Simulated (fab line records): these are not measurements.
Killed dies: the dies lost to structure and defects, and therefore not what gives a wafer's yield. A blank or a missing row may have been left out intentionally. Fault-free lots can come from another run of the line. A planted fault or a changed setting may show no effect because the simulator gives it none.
fab line records | flow n5_finfet
[record] lots = 24 wafers = 72 last_day = 17
route steps=1938 shown DUMMY_GATE@231 SD_EPI_N@270 SD_EPI_P@310 HKMG_FIN@441 GATE_CUT@467
lots untouched by any fault: they come from a run of this same line in which no faults occurred
start_h: start of the lot's first displayed wafer, in hours after the record's first day | wait_h: how many hours have passed since the lot's step before this one | " unchanged from the row above | L1.1+2: several wafers, shown together as one row | - either no value or no given start | * or withheld: withheld | < > ~ a bound
route shown NAME@n: names a module that has steps shown in the file, with the first one's number in the route | usual: mean/standard deviation taken from wafers without a fault | same: alike in all rows | chamber/n: place in a boat | sites: per-site readings | _std_site: standard deviation across them | _edge_site: inner sites' mean taken away from outer sites' mean | radius_mm: how far each site lies from the wafer's centre | mask NAME#n: copy n | behind: the tool/chamber that last shaped the wafer | hold: reason for holding the lot/hours on hold/outcome of the hold | device: whichever transistor did not switch (one of n, p or np) | end of line: tests of these same wafers at the route's end | where a step has no rows: the recipe by itself | killed: count of dies lost to structure and defects at first sort (not the wafer's yield) | map: a wafer's dies, x killed, . not, _ none there
set.NAME: the setting as run; set.NAME@STEP: as run at that earlier step | model.NAME: the simulator's own value behind a step, which no gauge read
one table for each step of the route and one row for each wafer, over a sample of lots
services: from which hour (start_h, from the record's first day; less than 0 if before it) a tool's chamber was out of use, for how many hours, and why
[[steps]]
[step N5_DUMMY_GATE_CD_MEAS_15]
[recipe] target_cd_nm = 25.8 landing_energy_ev = 500 detector = se_inlens
[usual] cd_nm = 25.07/0.23
// columns lot.wafer tool chamber start_h wait_h cd_nm
L074.4 cd_sem-03 0 47.76 - 25.21
L074.5 " 0 " " 25.08
L074.6 " 0 " " 24.94
L075.1 cd_sem-02 0 54.53 - 25.18
L075.3 " 0 " " 25.39
L075.6 " 0 " " 25.05
L076.1 cd_sem-03 0 60.24 - 25.06
L076.3 " 0 " " 25.12
L076.5 " 0 " " 24.87
L077.1 cd_sem-01 0 65.84 - 24.69
L077.2 " 0 " " 25.23
L077.5 " 0 " " 25.28
L078.1 cd_sem-03 0 69.34 - 25.00
L078.3 " 0 " " 25.29
L078.5 " 0 " " 24.40
L079.2 cd_sem-02 0 75.95 - 24.93
L079.4 " 0 " " 25.15
L079.5 " 0 " " 24.90
L080.1 cd_sem-03 0 81.32 - 25.03
L080.4 " 0 " " 24.86
L080.6 " 0 " " 25.16
L081.3 cd_sem-03 0 87.20 - 24.83
L081.4 " 0 " " 24.59
L081.5 " 0 " " 24.87
L082.2 cd_sem-01 0 96.69 - 24.90
L082.3 " 0 " " 24.63
L082.6 " 0 " " 25.12
L083.3 cd_sem-03 0 103.05 - 25.15
L083.4 " 0 " " 25.21
L083.5 " 0 " " 25.11
L084.4 cd_sem-02 0 107.65 - 24.96
L084.5 " 0 " " 24.94
L084.6 " 0 " " 24.92
L085.2 cd_sem-02 0 112.79 - 25.13
L085.4 " 0 " " 25.00
L085.5 " 0 " " 24.96
L086.1 cd_sem-01 0 117.66 - 25.20
L086.2 " 0 " " 25.47
L086.6 " 0 " " 25.07
L087.1 cd_sem-03 0 123.69 - 24.95
L087.2 " 0 " " 24.62
L087.3 " 0 " " 25.23
L088.1 cd_sem-03 0 131.99 - 25.52
L088.4 " 0 " " 25.18
L088.5 " 0 " " 25.45
L089.1 cd_sem-02 0 136.84 - 24.53
L089.3 " 0 " " 25.36
L089.6 " 0 " " 24.96
L090.3 cd_sem-02 0 140.47 - 25.24
L090.4 " 0 " " 24.90
L090.6 " 0 " " 25.13
L091.1 cd_sem-01 0 148.33 - 24.84
L091.2 " 0 " " 25.27
L091.6 " 0 " " 25.03
L092.1 cd_sem-01 0 153.63 - 25.18
L092.2 " 0 " " 25.18
L092.3 " 0 " " 25.18
L093.3 cd_sem-01 0 161.54 - 24.68
L093.4 " 0 " " 24.92
L093.6 " 0 " " 25.20
L094.1 cd_sem-01 0 167.95 - 24.98
L094.4 " 0 " " 24.92
L094.6 " 0 " " 25.66
L095.1 cd_sem-03 0 177.25 - 24.71
L095.4 " 0 " " 25.05
L095.5 " 0 " " 25.23
L097.2 cd_sem-02 0 186.00 - 25.16
L097.3 " 0 " " 24.73
L097.6 " 0 " " 24.86
L096.3 cd_sem-01 0 186.98 - 25.30
L096.4 " 0 " " 25.17
L096.6 " 0 " " 25.02
[step N5_SD_EPI_N_CD_MEAS_09]
[recipe] target_cd_nm = 120 landing_energy_ev = 500 detector = se_inlens
[usual] cd_nm = 119.8/0.6
// columns lot.wafer tool chamber start_h wait_h cd_nm
L074.4 cd_sem-02 0 50.71 - 119.4
L074.5 " 0 " " 119.6
L074.6 " 0 " " 119.2
L075.1 cd_sem-02 0 56.82 - 120.6
L075.3 " 0 " " 120.6
L075.6 " 0 " " 120.3
L076.1 cd_sem-03 0 62.53 - 120.7
L076.3 " 0 " " 120.5
L076.5 " 0 " " 120.4
L077.1 cd_sem-03 0 68.44 - 120.1
L077.2 " 0 " " 119.3
L077.5 " 0 " " 119.4
L078.1 cd_sem-02 0 72.89 - 120.0
L078.3 " 0 " " 120.3
L078.5 " 0 " " 120.3
L079.2 cd_sem-01 0 78.28 - 120.8
L079.4 " 0 " " 120.1
L079.5 " 0 " " 121.3
L080.1 cd_sem-03 0 83.98 - 118.8
L080.4 " 0 " " 119.1
L080.6 " 0 " " 119.2
L081.3 cd_sem-03 0 92.16 - 119.6
L081.4 " 0 " " 119.8
L081.5 " 0 " " 119.2
L082.2 cd_sem-03 0 100.31 - 119.6
L082.3 " 0 " " 119.1
L082.6 " 0 " " 120.0
L083.3 cd_sem-02 0 105.34 - 119.6
L083.4 " 0 " " 119.1
L083.5 " 0 " " 119.7
L084.4 cd_sem-02 0 109.93 - 119.4
L084.5 " 0 " " 119.5
L084.6 " 0 " " 120.2
L085.2 cd_sem-02 0 115.28 - 119.2
L085.4 " 0 " " 119.5
L085.5 " 0 " " 118.7
L086.1 cd_sem-03 0 119.95 - 120.5
L086.2 " 0 " " 119.8
L086.6 " 0 " " 119.6
L087.1 cd_sem-02 0 126.10 - 119.2
L087.2 " 0 " " 118.6
L087.3 " 0 " " 118.9
L088.1 cd_sem-01 0 134.85 - 120.2
L088.4 " 0 " " 120.2
L088.5 " 0 " " 119.2
L089.1 cd_sem-03 0 139.48 - 119.2
L089.3 " 0 " " 120.1
L089.6 " 0 " " 119.3
L090.3 cd_sem-01 0 142.81 - 119.5
L090.4 " 0 " " 119.4
L090.6 " 0 " " 120.3
L091.1 cd_sem-01 0 150.88 - 119.3
L091.2 " 0 " " 119.5
L091.6 " 0 " " 119.4
L092.1 cd_sem-01 0 158.29 - 121.2
L092.2 " 0 " " 120.4
L092.3 " 0 " " 120.5
L093.3 cd_sem-03 0 163.82 - 120.2
L093.4 " 0 " " 120.3
L093.6 " 0 " " 119.7
L094.1 cd_sem-02 0 170.25 - 119.4
L094.4 " 0 " " 119.4
L094.6 " 0 " " 120.7
L095.1 cd_sem-03 0 180.05 - 120.1
L095.4 " 0 " " 119.0
L095.5 " 0 " " 119.1
L097.2 cd_sem-02 0 188.25 - 119.9
L097.3 " 0 " " 119.4
L097.6 " 0 " " 119.3
L096.3 cd_sem-03 0 189.27 - 120.2
L096.4 " 0 " " 120.7
L096.6 " 0 " " 120.4
[step N5_SD_EPI_P_ETCHBACK_46]
[recipe] chemistry = CH3F/O2 mode = anisotropic_etchback target = SiNx target_depth_a = 175 stop_on = SiO2 over_etch_frac = 0.3 ion_energy_ev = 120 pressure_mtorr = 30 source_w = 395 bias_w = 73 Ar_flow_sccm = 150 CH3F_flow_sccm = 30 O2_flow_sccm = 20
[usual] drypump_motor_current_A = 5.8/0.41 oes_product_au = 0.67/0.081 rf_vpp_V = 297/3.5 showerhead_plenum_p_Torr = 2.00/0.059 throttle_valve_pct = 16.27/0.22
// columns lot.wafer tool chamber start_h wait_h drypump_motor_current_A oes_product_au rf_hours_counter_h rf_vpp_V showerhead_plenum_p_Torr throttle_valve_pct
L074.4 rie_diel-02 3 55.82 0.0 5.6 0.62 166 298 2.07 16.31
L074.5 " 1 " " 6.1 0.59 - 293 1.98 16.63
L074.6 " 0 " " 6.0 0.62 - 294 1.99 16.39
L075.1 rie_diel-02 0 61.81 0.0 5.9 0.63 181 294 1.99 16.40
L075.3 " 3 " " 5.6 0.62 168 299 2.07 16.33
L075.6 " 1 " " 6.1 0.60 - 294 1.98 16.63
L076.1 rie_diel-02 1 67.79 0.0 6.0 0.59 238 296 1.98 16.63
L076.3 " 0 " " 5.9 0.63 183 294 1.99 16.41
L076.5 " 1 " " 6.0 0.59 - 295 1.98 16.64
L077.1 rie_diel-06 1 75.65 0.0 6.6 0.80 23 304 2.13 16.25
L077.2 " 2 " " 5.6 0.62 189 296 1.99 16.14
L077.5 " 0 " " 5.8 0.58 - 294 1.97 16.49
L078.1 rie_diel-02 3 77.89 0.0 5.6 0.61 172 299 2.07 16.33
L078.3 " 0 " " 5.9 0.63 186 295 1.99 16.41
L078.5 " 2 " " 6.0 0.60 - 293 1.97 16.62
L079.2 rie_diel-06 3 83.39 0.0 5.9 0.78 18 296 1.96 16.00
L079.4 " 1 " " 6.6 0.78 25 305 2.13 16.25
L079.5 " 3 " " 5.9 0.77 - 296 1.96 16.01
L080.1 rie_diel-01 1 89.10 0.0 5.8 0.66 122 292 1.92 16.01
L080.4 " 3 " " 4.6 0.72 72 298 1.94 16.07
L080.6 " 2 " " 4.9 0.73 - 296 1.95 16.03
L081.3 rie_diel-01 1 97.42 0.0 5.8 0.67 125 292 1.92 16.00
L081.4 " 0 " " 5.8 0.66 - 303 2.10 16.47
L081.5 " 2 " " 5.0 0.71 - 297 1.95 16.02
L082.2 rie_diel-06 2 105.25 0.0 5.7 0.61 197 297 1.98 16.14
L082.3 " 1 " " 6.6 0.77 30 305 2.12 16.25
L082.6 " 2 " " 5.6 0.61 - 298 1.98 16.16
L083.3 rie_diel-02 1 112.31 0.0 6.0 0.58 252 295 1.97 16.67
L083.4 " 0 " " 5.9 0.61 - 294 1.99 16.42
L083.5 " 1 " " 6.0 0.59 - 294 1.97 16.65
L084.4 rie_diel-06 0 115.08 0.0 5.8 0.57 254 294 1.97 16.51
L084.5 " 0 " " 5.8 0.57 - 295 1.97 16.52
L084.6 " 1 " " 6.6 0.77 - 306 2.12 16.26
L085.2 rie_diel-02 3 120.56 0.0 5.6 0.61 186 297 2.06 16.36
L085.4 " 1 " " 6.0 0.59 - 293 1.97 16.67
L085.5 " 0 " " 5.9 0.62 - 294 1.99 16.43
L086.1 rie_diel-01 0 124.95 0.0 5.7 0.65 132 302 2.10 16.51
L086.2 " 2 " " 4.9 0.71 57 297 1.95 16.05
L086.6 " 2 " " 4.9 0.71 - 296 1.95 16.04
L087.1 rie_diel-02 3 130.96 0.0 5.6 0.61 190 299 2.06 16.35
L087.2 " 1 " " 6.1 0.58 259 293 1.97 16.69
L087.3 " 0 " " 5.9 0.62 203 294 1.99 16.44
L088.1 rie_diel-06 2 140.41 0.0 5.7 0.61 210 297 1.98 16.17
L088.4 " 2 " " 5.7 0.61 - 295 1.98 16.18
L088.5 " 3 " " 5.9 0.74 - 296 1.96 16.04
L089.1 rie_diel-02 3 145.22 0.0 5.6 0.60 196 298 2.06 16.36
L089.3 " 2 " " 6.0 0.83 3 294 1.96 16.17
L089.6 " 3 " " 5.6 0.60 - 299 2.06 16.37
L090.3 rie_diel-06 0 148.10 0.0 5.8 0.85 1 295 1.97 15.99
L090.4 " 3 " " 5.9 0.74 - 297 1.95 16.05
L090.6 " 0 " " 5.8 0.85 - 294 1.97 16.01
L091.1 rie_diel-06 0 155.99 0.0 5.8 0.83 5 295 1.96 16.01
L091.2 " 3 " " 5.9 0.74 44 297 1.95 16.05
L091.6 " 0 " " 5.8 0.83 - 295 1.96 16.00
L092.1 rie_diel-02 2 164.68 0.0 6.0 0.81 10 294 1.96 16.20
L092.2 " 3 " " 5.6 0.59 203 298 2.06 16.38
L092.3 " 0 " " 5.9 0.61 216 292 1.98 16.47
L093.3 rie_diel-01 3 169.10 0.0 4.7 0.71 88 298 1.93 16.11
L093.4 " 0 " " 5.7 0.64 145 303 2.09 16.51
L093.6 " 1 " " 5.8 0.65 - 291 1.92 16.07
L094.1 rie_diel-06 1 175.33 0.0 6.6 0.75 49 306 2.12 16.30
L094.4 " 2 " " 5.7 0.60 215 296 1.98 16.18
L094.6 " 2 " " 5.7 0.60 - 296 1.98 16.18
L095.1 rie_diel-06 2 185.40 0.0 5.7 0.60 219 298 1.98 16.18
L095.4 " 1 " " 6.6 0.74 52 306 2.12 16.31
L095.5 " 1 " " 6.6 0.74 - 304 2.12 16.29
L097.2 rie_diel-06 1 193.30 0.0 6.6 0.74 55 306 2.12 16.33
L097.3 " 3 " " 5.9 0.72 56 295 1.95 16.08
L097.6 " 3 " " 5.9 0.73 - 295 1.95 16.08
L096.3 rie_diel-06 3 194.21 0.0 5.9 0.72 57 296 1.95 16.08
L096.4 " 2 " " 5.6 0.60 222 297 1.97 16.19
L096.6 " 3 " " 5.9 0.73 - 298 1.95 16.07
[step N5_HKMG_FIN_STRIP_19]
[recipe] chemistry = N2/H2 power_w = 2500 temp_c = 300 h2_frac = 0.65 time_s = 360 pressure_mtorr = withheld n2_flow_sccm = 1750 h2_flow_sccm = 3250
[usual] drypump_motor_current_A = 5.67/0.22 heater_power_w = 487/36 temp_c = 300.01/0.17
// columns lot.wafer tool chamber start_h wait_h drypump_motor_current_A heater_power_w rf_hours_counter_h temp_c
L074.4 plasma_asher-02 0 76.55 0.1 5.23 546 - 300.12
L074.5 " 1 " " 5.69 426 - 300.07
L074.6 " 0 " " 5.22 537 - 300.29
L075.1 plasma_asher-02 0 83.78 0.0 5.24 532 39 300.07
L075.3 " 0 " " 5.24 538 - 299.87
L075.6 " 0 " " 5.22 535 - 300.20
L076.1 plasma_asher-01 1 89.93 0.0 5.74 480 89 299.92
L076.3 " 1 " " 5.76 480 - 299.82
L076.5 " 0 " " 5.82 496 - 299.75
L077.1 plasma_asher-01 1 97.82 0.1 5.74 469 92 300.04
L077.2 " 0 " " 5.83 513 92 299.74
L077.5 " 0 " " 5.84 497 - 299.74
L078.1 plasma_asher-02 0 100.14 0.0 5.21 535 39 299.87
L078.3 " 0 " " 5.22 549 - 300.06
L078.5 " 1 " " 5.67 427 - 300.28
L079.2 plasma_asher-01 0 105.60 0.0 5.83 502 94 300.29
L079.4 " 1 " " 5.76 466 - 300.43
L079.5 " 0 " " 5.83 497 - 300.19
L080.1 plasma_asher-02 1 111.17 0.0 5.64 426 41 299.61
L080.4 " 0 " " 5.20 550 - 299.65
L080.6 " 0 " " 5.23 550 - 300.05
L081.3 plasma_asher-02 1 119.66 0.1 5.68 441 - 299.99
L081.4 " 0 " " 5.21 536 - 300.10
L081.5 " 0 " " 5.20 539 - 300.00
L082.2 plasma_asher-01 0 125.85 0.0 5.83 494 98 299.85
L082.3 " 1 " " 5.75 477 - 300.03
L082.6 " 0 " " 5.84 505 - 299.91
L083.3 plasma_asher-01 1 134.13 0.1 5.73 477 - 299.86
L083.4 " 0 " " 5.83 501 - 299.84
L083.5 " 0 " " 5.84 499 - 299.93
L084.4 plasma_asher-02 0 136.02 0.1 5.21 562 - 300.03
L084.5 " 0 " " 5.23 540 - 300.07
L084.6 " 1 " " 5.69 431 - 299.82
L085.2 plasma_asher-01 0 141.47 0.0 5.84 495 102 299.82
L085.4 " 0 " " 5.83 498 - 299.89
L085.5 " 0 " " 5.84 498 - 300.03
L086.1 plasma_asher-02 0 146.22 0.0 5.23 547 48 300.08
L086.2 " 1 " " 5.69 435 48 300.11
L086.6 " 0 " " 5.22 549 - 300.15
L087.1 plasma_asher-01 0 154.00 0.0 5.83 488 104 300.12
L087.2 " 1 " " 5.77 489 104 300.07
L087.3 " 0 " " 5.83 490 - 300.14
L088.1 plasma_asher-01 1 163.62 0.0 5.75 482 106 300.20
L088.4 " 0 " " 5.81 489 - 299.89
L088.5 " 1 " " 5.73 484 - 300.29
L089.1 plasma_asher-02 0 167.77 0.0 5.24 542 52 300.13
L089.3 " 1 " " 5.71 432 - 300.04
L089.6 " 1 " " 5.77 424 - 299.97
L090.3 plasma_asher-01 0 170.06 0.1 5.83 492 - 299.97
L090.4 " 1 " " 5.73 469 - 300.11
L090.6 " 0 " " 5.83 499 - 299.67
L091.1 plasma_asher-01 0 178.55 0.0 5.84 498 110 299.82
L091.2 " 1 " " 5.73 477 110 299.85
L091.6 " 1 " " 5.70 483 - 300.16
L092.1 plasma_asher-02 0 185.21 0.0 5.24 541 55 299.79
L092.2 " 1 " " 5.71 427 55 299.83
L092.3 " 0 " " 5.23 533 - 300.04
L093.3 plasma_asher-01 0 190.50 0.1 5.83 512 - 300.03
L093.4 " 1 " " 5.74 475 - 299.91
L093.6 " 0 " " 5.82 485 - 299.92
L094.1 plasma_asher-01 0 198.15 0.0 5.83 492 114 299.86
L094.4 " 1 " " 5.75 490 - 300.22
L094.6 " 0 " " 5.83 497 - 299.85
L095.1 plasma_asher-01 1 207.01 0.0 5.75 469 116 300.06
L095.4 " 1 " " 5.74 491 - 299.99
L095.5 " 1 " " 5.75 468 - 300.09
L097.2 plasma_asher-01 1 214.14 0.0 5.75 478 118 299.97
L097.3 " 1 " " 5.74 471 - 299.81
L097.6 " 0 " " 5.83 487 - 299.72
L096.3 plasma_asher-01 0 215.92 0.1 5.84 501 - 300.17
L096.4 " 1 " " 5.76 471 - 300.18
L096.6 " 1 " " 5.75 471 - 300.11
[step N5_HKMG_FIN_ALD_21]
[recipe] material = TiN target_thk_a = 15 temp_c = 400 ald_precursor_family = TiCl4 ald_co_reactant = NH3 pulse_time_s = 1 purge_time_s = 3 co_reactant_purge_time_s = 2 co_reactant_pulse_time_s = 2 ald_cycles = 68 pressure_torr = 3
[usual] heater_power_w = 882/50 precursor_pulse_height_rel = 0.998/0.022
[same] co_reactant_pulse_time_s = 2
// columns lot.wafer tool chamber start_h wait_h heater_power_w precursor_pulse_height_rel
L074.4 ald_metal-02 2 79.14 0.1 853 1.027
L074.5 " 0 " " 987 0.976
L074.6 " 1 " " 860 0.978
L075.1 ald_metal-02 3 86.39 0.3 874 1.030
L075.3 " 0 " " 1010 1.010
L075.6 " 2 " " 819 0.991
L076.1 ald_metal-01 3 92.56 0.3 856 0.994
L076.3 " 0 " " 920 1.016
L076.5 " 3 " " 866 0.965
L077.1 ald_metal-01 2 100.74 0.3 879 0.989
L077.2 " 3 " " 860 0.973
L077.5 " 3 " " 868 0.994
L078.1 ald_metal-01 2 102.87 0.3 879 1.013
L078.3 " 0 " " 908 1.043
L078.5 " 3 " " 857 0.981
L079.2 ald_metal-03 0 108.44 0.3 873 0.994
L079.4 " 3 " " 827 1.007
L079.5 " 0 " " 904 1.022
L080.1 ald_metal-02 0 113.71 0.3 1005 0.968
L080.4 " 1 " " 879 1.004
L080.6 " 3 " " 847 0.998
L081.3 ald_metal-02 2 122.14 0.1 838 0.997
L081.4 " 0 " " 986 1.029
L081.5 " 1 " " 857 0.974
L082.2 ald_metal-01 3 128.51 0.3 879 1.032
L082.3 " 0 " " 908 0.993
L082.6 " 0 " " 909 0.994
L083.3 ald_metal-01 1 136.56 0.1 867 1.007
L083.4 " 3 " " 884 1.005
L083.5 " 0 " " 927 0.995
L084.4 ald_metal-01 3 138.77 0.1 855 1.003
L084.5 " 1 " " 860 1.046
L084.6 " 0 " " 939 0.971
L085.2 ald_metal-03 1 144.28 0.3 930 0.986
L085.4 " 2 " " 802 1.037
L085.5 " 3 " " 820 0.994
L086.1 ald_metal-02 0 148.85 0.3 1004 1.008
L086.2 " 1 " " 867 1.037
L086.6 " 3 " " 886 1.009
L087.1 ald_metal-03 0 156.66 0.3 896 0.961
L087.2 " 2 " " 809 0.990
L087.3 " 1 " " 941 1.004
L088.1 ald_metal-02 0 166.18 0.3 976 0.997
L088.4 " 1 " " 856 0.969
L088.5 " 3 " " 849 1.001
L089.1 ald_metal-02 0 170.77 0.3 1003 1.027
L089.3 " 3 " " 867 1.003
L089.6 " 2 " " 853 1.028
L090.3 ald_metal-01 3 172.76 0.1 851 0.978
L090.4 " 0 " " 911 0.989
L090.6 " 1 " " 848 1.022
L091.1 ald_metal-02 1 181.21 0.3 852 0.956
L091.2 " 0 " " 1020 0.952
L091.6 " 2 " " 839 0.981
L092.1 ald_metal-02 0 188.08 0.3 988 1.027
L092.2 " 3 " " 864 1.028
L092.3 " 2 " " 838 1.006
L093.3 ald_metal-03 0 192.91 0.1 897 1.032
L093.4 " 2 " " 818 0.973
L093.6 " 0 " " 883 1.016
L094.1 ald_metal-02 3 200.81 0.3 867 1.017
L094.4 " 2 " " 855 0.986
L094.6 " 1 " " 855 0.989
L095.1 ald_metal-01 3 209.54 0.3 850 0.982
L095.4 " 0 " " 919 0.997
L095.5 " 2 " " 873 0.988
L097.2 ald_metal-03 1 216.99 0.3 923 1.003
L097.3 " 3 " " 819 1.025
L097.6 " 2 " " 792 0.989
L096.3 ald_metal-02 3 218.48 0.1 854 0.971
L096.4 " 0 " " 989 1.025
L096.6 " 0 " " 981 0.993
[step N5_GATE_CUT_ETCHBACK_30]
[recipe] chemistry = Cl2/Ar target = TiN target_depth_a = 30 mode = isotropic pressure_mtorr = 10 icp_w = 600 bias_w = 60 Cl2_flow_sccm = 40 Ar_flow_sccm = 60
[usual] drypump_motor_current_A = 5.6/0.45 oes_product_au = 0.73/0.089 throttle_valve_pct = 20.79/0.11
// columns lot.wafer tool chamber start_h wait_h drypump_motor_current_A oes_product_au rf_hours_counter_h throttle_valve_pct
L074.4 rie_metal-03 1 80.64 0.0 5.1 0.70 - 20.69
L074.5 " 1 " " 5.1 0.71 - 20.68
L074.6 " 0 " " 5.8 0.75 - 20.89
L075.1 rie_metal-01 1 87.88 0.1 5.2 0.66 95 20.76
L075.3 " 1 " " 5.1 0.66 - 20.76
L075.6 " 0 " " 6.0 0.78 - 20.81
L076.1 rie_metal-03 1 94.07 0.1 5.2 0.70 71 20.69
L076.3 " 1 " " 5.2 0.70 - 20.67
L076.5 " 0 " " 5.8 0.75 - 20.91
L077.1 rie_metal-02 1 102.27 0.1 5.2 0.82 30 20.70
L077.2 " 0 " " 6.3 0.58 145 21.01
L077.5 " 1 " " 5.2 0.82 - 20.71
L078.1 rie_metal-02 1 104.35 0.1 5.3 0.82 30 20.70
L078.3 " 0 " " 6.3 0.57 - 21.02
L078.5 " 1 " " 5.3 0.81 - 20.69
L079.2 rie_metal-01 1 109.93 0.1 5.2 0.66 97 20.76
L079.4 " 0 " " 6.1 0.78 - 20.83
L079.5 " 1 " " 5.2 0.66 - 20.76
L080.1 rie_metal-01 1 115.20 0.1 5.2 0.66 98 20.76
L080.4 " 1 " " 5.2 0.66 - 20.76
L080.6 " 1 " " 5.2 0.65 - 20.76
L081.3 rie_metal-03 0 123.64 0.0 5.8 0.74 - 20.88
L081.4 " 1 " " 5.1 0.69 - 20.71
L081.5 " 0 " " 5.8 0.74 - 20.90
L082.2 rie_metal-02 1 130.00 0.1 5.2 0.81 33 20.69
L082.3 " 1 " " 5.2 0.82 - 20.69
L082.6 " 0 " " 6.4 0.58 - 21.01
L083.3 rie_metal-02 1 138.06 0.0 5.2 0.81 - 20.69
L083.4 " 0 " " 6.3 0.57 - 21.02
L083.5 " 1 " " 5.2 0.81 - 20.69
L084.4 rie_metal-02 0 140.27 0.0 6.3 0.57 - 21.02
L084.5 " 1 " " 5.3 0.81 - 20.69
L084.6 " 0 " " 6.3 0.58 - 21.01
L085.2 rie_metal-01 1 145.77 0.1 5.2 0.65 100 20.77
L085.4 " 1 " " 5.2 0.66 - 20.77
L085.5 " 1 " " 5.2 0.66 - 20.77
L086.1 rie_metal-01 0 150.35 0.1 6.0 0.77 52 20.82
L086.2 " 1 " " 5.1 0.66 101 20.77
L086.6 " 1 " " 5.2 0.66 - 20.77
L087.1 rie_metal-03 1 158.16 0.1 5.2 0.70 76 20.69
L087.2 " 0 " " 5.8 0.74 62 20.90
L087.3 " 1 " " 5.1 0.70 - 20.70
L088.1 rie_metal-02 1 167.88 0.1 5.2 0.79 38 20.71
L088.4 " 1 " " 5.2 0.78 - 20.72
L088.5 " 1 " " 5.2 0.78 - 20.72
L089.1 rie_metal-01 0 172.26 0.1 6.0 0.77 53 20.84
L089.3 " 1 " " 5.1 0.66 - 20.76
L089.6 " 1 " " 5.2 0.65 - 20.77
L090.3 rie_metal-02 1 174.47 0.1 5.3 0.78 - 20.72
L090.4 " 1 " " 5.3 0.79 - 20.72
L090.6 " 1 " " 5.3 0.79 - 20.71
L091.1 rie_metal-02 1 182.90 0.1 5.3 0.78 40 20.71
L091.2 " 1 " " 5.2 0.79 - 20.73
L091.6 " 1 " " 5.2 0.79 - 20.71
L092.1 rie_metal-02 1 189.57 0.1 5.2 0.78 41 20.73
L092.2 " 0 " " 6.3 1.01 0 20.55
L092.3 " 1 " " 5.2 0.78 - 20.72
L093.3 rie_metal-01 0 194.48 0.1 6.0 0.76 - 20.84
L093.4 " 1 " " 5.2 0.65 - 20.79
L093.6 " 1 " " 5.2 0.65 - 20.79
L094.1 rie_metal-01 0 202.39 0.1 6.0 0.75 57 20.84
L094.4 " 0 " " 6.0 0.76 - 20.84
L094.6 " 0 " " 6.0 0.75 - 20.85
L095.1 rie_metal-03 0 211.03 0.1 5.8 0.72 67 20.95
L095.4 " 1 " " 5.2 0.67 - 20.71
L095.5 " 1 " " 5.2 0.69 - 20.72
L097.2 rie_metal-03 1 218.48 0.1 5.1 0.68 83 20.70
L097.3 " 0 " " 5.8 0.72 - 20.92
L097.6 " 0 " " 5.8 0.72 - 20.92
L096.3 rie_metal-02 0 219.98 0.0 6.3 0.97 - 20.54
L096.4 " 1 " " 5.2 0.77 - 20.74
L096.6 " 0 " " 6.3 0.97 - 20.54
[[services]]
// columns tool chamber start_h hours kind
rie_diel-01 - 40.32 0.4 repair
ald_metal-03 - 59.51 8.7 pm
ald_metal-01 1 78.89 42.1 repair
plasma_asher-02 - 85.11 14.6 pm
ald_metal-03 1 87.52 14.0 repair
rie_diel-01 3 89.53 8.7 repair
rie_diel-01 3 103.31 18.9 repair
rie_diel-02 2 105.26 7.6 repair
plasma_asher-02 - 105.73 2.8 pm
rie_metal-02 - 107.43 2.8 pm
rie_metal-03 - 108.13 14.6 pm
rie_diel-06 0 115.84 5.3 repair
rie_diel-06 0 121.19 - clean
rie_diel-06 0 121.19 - consumable_replace:focus_ring
rie_diel-06 0 121.19 21.9 scheduled_down
rie_diel-06 1 128.14 16.7 repair
rie_diel-02 2 132.32 6.3 repair
rie_metal-02 0 142.03 22.0 repair
rie_diel-06 2 142.69 23.3 repair
ald_metal-02 - 156.57 0.7 repair
ald_metal-01 - 160.28 0.9 repair
rie_metal-03 0 178.85 7.3 repair
plasma_asher-01 - 185.40 0.7 repair
rie_diel-02 - 215.56 14.6 pm
[[key]]
fault none
